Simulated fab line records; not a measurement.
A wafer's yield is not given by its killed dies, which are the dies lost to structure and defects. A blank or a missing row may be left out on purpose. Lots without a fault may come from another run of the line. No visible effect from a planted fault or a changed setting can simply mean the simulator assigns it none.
Matching of chambers -- flow nand harc -- NHARC_A_STAIRCASE_DEP_417 on pecvd-01: 3 sister chambers
The step deposits Si3N4, target thk 60 nm. 14 wafers are shown with their chamber, then 7 later ones without.

WAFERS WITH THEIR CHAMBER
wafer,chamber,rf fwd power W (W),heater power w (W)
L969.1,1,449.7,631
L969.3,2,451.0,745
L969.4,2,451.3,725
L972.1,1,451.3,667
L972.2,0,444.9,719
L972.5,1,450.0,662
L971.1,0,447.9,704
L971.2,2,449.9,789
L971.3,1,449.4,750
L974.2,0,447.8,675
L974.3,1,447.3,690
L974.5,1,447.8,668
L975.1,2,449.8,705
L975.3,0,449.2,738

SIGNATURES (averages over the wafers above)
reading,chamber 0,chamber 1,chamber 2,scatter within a chamber
rf fwd power W,447.450,449.250,450.500,1.43
heater power w,709.00,678.00,741.00,35.7
Rule: for a wafer and a chamber, the distance is found by dividing, reading by reading, the gap between the wafer's reading and the chamber's mean by the reading's scatter, squaring, summing and taking the root. The wafer belongs to the nearest chamber; if the next one is less than 2 further off, it can't be placed. The scatter: take each reading less its chamber's mean, square it, sum over the shown wafers, divide by the number of wafers less the number of chambers, and take the root.

WAFERS MISSING THEIR CHAMBER
wafer,rf fwd power W (W),heater power w (W)
L975.6,449.5,734
L977.1,450.1,761
L977.4,448.5,628
L977.5,447.1,787
L983.1,449.5,729
L983.3,449.6,635
L983.5,446.3,760

CHAMBER TAKEN BY EACH
wafer,from the rows above,in truth
L975.6,can't be placed: 2 or 1 or 0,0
L977.1,can't be placed: 2 or 0 or 1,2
L977.4,can't be placed: 1 or 0 or 2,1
L977.5,can't be placed: 0 or 2 or 1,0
L983.1,can't be placed: 2 or 1 or 0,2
L983.3,can't be placed: 1 or 0 or 2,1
L983.5,can't be placed: 0 or 2 or 1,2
Placed correctly: 0 of 7. Can't be placed from these rows: 7 (the true chamber is among the candidates in 7). Placed wrongly: 0.
